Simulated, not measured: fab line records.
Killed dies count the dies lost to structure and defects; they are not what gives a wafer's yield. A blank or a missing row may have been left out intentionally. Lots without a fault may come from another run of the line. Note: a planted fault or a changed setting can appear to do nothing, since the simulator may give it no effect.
Matching of chambers + flow n5-finfet + N5_BEOL_M2_ETCH_70 on rie-diel-03 has 4 sister chambers
The step etches SOC in N2/H2, target depth 80 nm, overetch 24 nm, time 130 s. 14 wafers are shown with their chamber, then 7 later ones without.

WAFERS, EACH WITH ITS CHAMBER
| wafer  | chamber | showerhead-plenum-p-Torr (Torr) | throttle-valve-pct (%) | oes-product-au (a.u.) |
|--------|---------|---------------------------------|------------------------|-----------------------|
| L080.2 | 2       | 2.51                            | 17.52                  | 0.66                  |
| L080.4 | 3       | 2.69                            | 17.40                  | 0.66                  |
| L080.5 | 1       | 2.42                            | 18.26                  | 0.51                  |
| L081.1 | 2       | 2.51                            | 17.54                  | 0.65                  |
| L081.2 | 0       | 2.59                            | 17.88                  | 0.64                  |
| L081.3 | 3       | 2.69                            | 17.41                  | 0.65                  |
| L085.1 | 2       | 2.50                            | 17.55                  | 0.64                  |
| L085.2 | 3       | 2.69                            | 17.43                  | 0.65                  |
| L085.5 | 0       | 2.58                            | 17.89                  | 0.64                  |
| L086.1 | 0       | 2.58                            | 17.88                  | 0.64                  |
| L086.3 | 1       | 2.42                            | 18.28                  | 0.50                  |
| L086.4 | 2       | 2.50                            | 17.55                  | 0.65                  |
| L087.2 | 2       | 2.50                            | 17.56                  | 0.64                  |
| L087.3 | 1       | 2.42                            | 18.29                  | 0.50                  |

SIGNATURES (means of the wafers above)
| reading                  | chamber 0 | chamber 1 | chamber 2 | chamber 3 | scatter within a chamber |
|--------------------------|-----------|-----------|-----------|-----------|--------------------------|
| showerhead-plenum-p-Torr | 2.5833    | 2.4200    | 2.5040    | 2.6900    | 0.00432                  |
| throttle-valve-pct       | 17.8833   | 18.2767   | 17.5440   | 17.4133   | 0.0139                   |
| oes-product-au           | 0.6400    | 0.5033    | 0.6480    | 0.6533    | 0.00643                  |
Rule: a wafer lies at a distance from a chamber equal to the root of the sum of squares, over the readings, of (its reading less the chamber's mean, divided by the reading's scatter). If the next closest chamber is less than 2 further off than the closest, the wafer can't be placed; otherwise it belongs to the closest. How the scatter is found: for the shown wafers, subtract from each reading the mean of its chamber, square and add these, divide the total by (wafers less chambers), then take the root.

WAFERS WHOSE CHAMBER IS MISSING
| wafer  | showerhead-plenum-p-Torr (Torr) | throttle-valve-pct (%) | oes-product-au (a.u.) |
|--------|---------------------------------|------------------------|-----------------------|
| L087.4 | 2.58                            | 17.91                  | 0.63                  |
| L094.1 | 2.57                            | 17.91                  | 0.61                  |
| L094.2 | 2.68                            | 17.48                  | 0.62                  |
| L094.5 | 2.68                            | 17.45                  | 0.62                  |
| L096.2 | 2.68                            | 17.48                  | 0.62                  |
| L096.4 | 2.49                            | 17.60                  | 0.63                  |
| L096.6 | 2.73                            | 17.88                  | 0.74                  |

THE CHAMBER EACH PASSED THROUGH
| wafer  | from the rows above     | in truth |
|--------|-------------------------|----------|
| L087.4 | 0                       | 0        |
| L094.1 | 0                       | 0        |
| L094.2 | 3                       | 3        |
| L094.5 | 3                       | 3        |
| L096.2 | 3                       | 3        |
| L096.4 | 2                       | 2        |
| L096.6 | can't be placed: 0 or 3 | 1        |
Placed correctly: 6 of 7. From these rows, 1 cannot be placed; in 0 the true chamber is one of the candidates. 0 placed wrongly.
